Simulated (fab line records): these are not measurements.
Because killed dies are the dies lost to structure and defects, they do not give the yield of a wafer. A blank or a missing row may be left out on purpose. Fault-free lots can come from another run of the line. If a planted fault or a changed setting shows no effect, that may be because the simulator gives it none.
Which of the tools did it? -- flow nandHarc -- Sampling: 12 lots, 36 wafers, 4 of 1159 route steps

## WHAT EACH GAUGE READ, for each wafer
NHARC_A_SGD_CUT_THK_MEAS_22: measures by ellipsometry.
lot,measured,on,thkNm (nm)
L077,day 14 13:49,filmMetro-02,148.7 147.7 150.9
L076,day 14 13:49,filmMetro-01,147.7 146.7 145.8
L079,day 15 03:32,filmMetro-02,147.5 148.6 149.6
L082,day 15 19:19,filmMetro-02,148.6 150.2 149.9
L084,day 16 10:39,filmMetro-02,147.6 147.6 149.8
L087,day 17 07:17,filmMetro-01,149.6 147.1 148.2
L088,day 17 18:04,filmMetro-01,145.9 146.9 149.1
L089,day 17 17:55,filmMetro-01,151.0 149.9 149.1
L091,day 18 02:44,filmMetro-01,149.9 149.7 149.8
L093,day 18 15:22,filmMetro-01,148.8 147.9 148.7
L095,day 19 04:31,filmMetro-01,148.0 147.9 147.8
L096,day 20 01:32,filmMetro-01,146.5 150.7 149.9

## TOOL THAT RAN EACH LOT (tool first, then ch and the chambers of the sampled wafers, then the start)
lot,NHARC_A_STAIRCASE_STRIP_316,NHARC_A_STAIRCASE_ALD_415,NHARC_A_STAIRCASE_DESCUM_443
L077,"rieDiel-04 ch 1,2, day 12 08:46 or earlier","aldHk-01 ch 0,2, day 12 08:46","rieDiel-08 ch 2,3, day 14 01:59"
L076,"rieDiel-01 ch 0,1,2, day 12 15:40 or earlier","aldHk-03 ch 0,3, day 12 15:40","rieDiel-01 ch 0,1,2, day 14 02:03"
L079,"rieDiel-08 ch 0,1,3, day 13 00:41 or earlier","aldHk-01 ch 0,1,3, day 13 00:41","rieDiel-08 ch 0,1,2, day 14 15:59"
L082,"rieDiel-01 ch 0,2,3, day 13 14:53 or earlier","aldHk-03 ch 2,3, day 13 14:53","rieDiel-08 ch 1,2,3, day 15 07:19"
L084,"rieDiel-08 ch 0,1,2, day 14 02:23 or earlier","aldHk-02 ch 0,3, day 14 02:23","rieDiel-08 ch 2,3, day 15 22:22"
L087,"rieDiel-08 ch 0,1,3, day 15 05:26 or earlier","aldHk-03 ch 0,1,3, day 15 05:26","rieDiel-01 ch 0,1,2, day 16 18:43"
L088,"rieDiel-04 ch 0,2, day 15 07:54 or earlier","aldHk-01 ch 0,3, day 15 07:54","rieDiel-08 ch 1,3, day 17 03:19"
L089,"rieDiel-08 ch 0,2,3, day 15 12:25 or earlier","aldHk-03 ch 1,3, day 15 12:25","rieDiel-01 ch 2,3, day 17 03:29"
L091,"rieDiel-01 ch 1,2, day 16 01:27 or earlier","aldHk-01 ch 1,3, day 16 01:27","rieDiel-01 ch 0,3, day 17 15:14"
L093,"rieDiel-08 ch 0,1,2, day 16 13:50 or earlier","aldHk-02 ch 0,1,3, day 16 13:50","rieDiel-04 ch 0,1,2, day 18 02:52"
L095,"rieDiel-04 ch 1,2, day 16 23:12 or earlier","aldHk-02 ch 0,1,2, day 16 23:12","rieDiel-08 ch 0,1, day 18 16:42"
L096,"rieDiel-08 ch 0,2,3, day 17 20:24 or earlier","aldHk-02 ch 1,3, day 17 20:24","rieDiel-04 ch 1,2,3, day 19 13:40"
- NHARC_A_STAIRCASE_STRIP_316: strips in O2.
- NHARC_A_STAIRCASE_ALD_415: deposits SiO2, target thk 30 nm, pulse time 6 s, ald cycles 300.
- NHARC_A_STAIRCASE_DESCUM_443: chemistry O2, time 3 s.

## THE ANSWER, worked out from the rows above alone
Rule: what is usual is taken from the lots themselves. Put in order of their means at a reading, lots are off if they are a third of the lots or fewer, leave a main group of 4 or more, and stand apart from it by a gap of 3 or more times the standard deviation of the main group's means; of several such gaps the widest counts. If all means in a main group match to the digits the tables above print for the reading, that group is not used. A lot without any number at a reading at which 4 lots or more have one is off too. Any other lot the step has rows for is counted as sound.
None of the lots is off at any reading shown; this tells nothing.

## WHAT HAD BEEN PUT IN BY THE SIMULATOR
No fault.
